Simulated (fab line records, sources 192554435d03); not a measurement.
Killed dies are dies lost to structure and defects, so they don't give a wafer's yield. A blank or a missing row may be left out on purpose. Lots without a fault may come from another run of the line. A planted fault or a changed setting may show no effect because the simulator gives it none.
Chamber matching | flow n5_finfet | N5_BEOL_M0_SAQP_CUT_ETCH_46 on rie_diel-06: 4 sister chambers
The step etches SOC in N2/H2, target depth 135 nm, overetch 27 nm, time 202.5 s. 24 wafers are shown with their chamber, then 12 later ones without.

WAFERS WITH THEIR CHAMBER
wafer  | chamber | drypump_motor_current_A (A) | throttle_valve_pct (%) | showerhead_plenum_p_Torr (Torr)
L074.3 | 2       | 5.8                         | 17.4                   | 2.65
L074.4 | 0       | 5.7                         | 17.7                   | 2.49
L074.5 | 3       | 5.4                         | 18.4                   | 2.41
L076.2 | 2       | 5.8                         | 17.4                   | 2.65
L076.5 | 1       | 5.6                         | 18.0                   | 2.43
L076.6 | 2       | 5.8                         | 17.4                   | 2.65
L077.2 | 1       | 5.7                         | 18.0                   | 2.43
L077.3 | 3       | 5.4                         | 18.5                   | 2.41
L077.6 | 1       | 5.7                         | 18.0                   | 2.43
L083.1 | 1       | 5.6                         | 18.0                   | 2.42
L083.2 | 3       | 5.4                         | 18.5                   | 2.41
L083.5 | 1       | 5.6                         | 18.0                   | 2.42
L085.2 | 1       | 5.7                         | 18.0                   | 2.42
L085.3 | 0       | 5.7                         | 17.2                   | 2.49
L085.6 | 0       | 5.7                         | 17.2                   | 2.49
L086.3 | 0       | 5.7                         | 17.2                   | 2.49
L086.5 | 0       | 5.7                         | 17.2                   | 2.49
L086.6 | 2       | 5.8                         | 17.4                   | 2.64
L088.1 | 0       | 5.7                         | 17.2                   | 2.49
L088.5 | 1       | 5.6                         | 18.0                   | 2.42
L088.6 | 0       | 5.7                         | 17.2                   | 2.49
L090.2 | 2       | 5.8                         | 17.4                   | 2.63
L090.3 | 3       | 5.4                         | 18.0                   | 2.73
L090.6 | 0       | 5.7                         | 17.2                   | 2.48

SIGNATURES (means of the wafers above)
reading                  | chamber 0 | chamber 1 | chamber 2 | chamber 3 | scatter within a chamber
drypump_motor_current_A  | 5.700     | 5.643     | 5.800     | 5.400     | 0.0293
throttle_valve_pct       | 17.262    | 18.000    | 17.400    | 18.350    | 0.139
showerhead_plenum_p_Torr | 2.4888    | 2.4243    | 2.6440    | 2.4900    | 0.0622
Rule: a wafer's distance from a chamber is the root of the sum, over the readings, of the square of ((its reading less the chamber's mean) divided by the reading's scatter). The wafer belongs to the nearest chamber; if the next one is less than 2 further off, it can't be placed. The scatter: the root of (the sum of the squares of (reading less its chamber's mean) over the shown wafers, divided by (wafers less chambers)).

WAFERS WITHOUT THEIR CHAMBER
wafer  | drypump_motor_current_A (A) | throttle_valve_pct (%) | showerhead_plenum_p_Torr (Torr)
L091.3 | 5.7                         | 17.3                   | 2.48
L091.4 | 5.4                         | 18.1                   | 2.73
L091.6 | 5.8                         | 17.4                   | 2.63
L092.3 | 5.4                         | 18.0                   | 2.73
L092.5 | 5.8                         | 17.4                   | 2.63
L092.6 | 5.6                         | 18.0                   | 2.41
L095.1 | 5.7                         | 17.2                   | 2.48
L095.3 | 5.4                         | 18.1                   | 2.72
L095.6 | 5.4                         | 18.0                   | 2.72
L097.2 | 5.7                         | 17.3                   | 2.48
L097.3 | 5.6                         | 18.1                   | 2.41
L097.6 | 5.8                         | 17.5                   | 2.63

WHICH CHAMBER EACH WENT THROUGH
wafer  | from the rows above | in truth
L091.3 | 0                   | 0
L091.4 | 3                   | 3
L091.6 | 2                   | 2
L092.3 | 3                   | 3
L092.5 | 2                   | 2
L092.6 | 1                   | 1
L095.1 | 0                   | 0
L095.3 | 3                   | 3
L095.6 | 3                   | 3
L097.2 | 0                   | 0
L097.3 | 1                   | 1
L097.6 | 2                   | 2
Placed correctly: 12 of 12. Can't be placed from these rows: 0. Placed wrongly: 0.
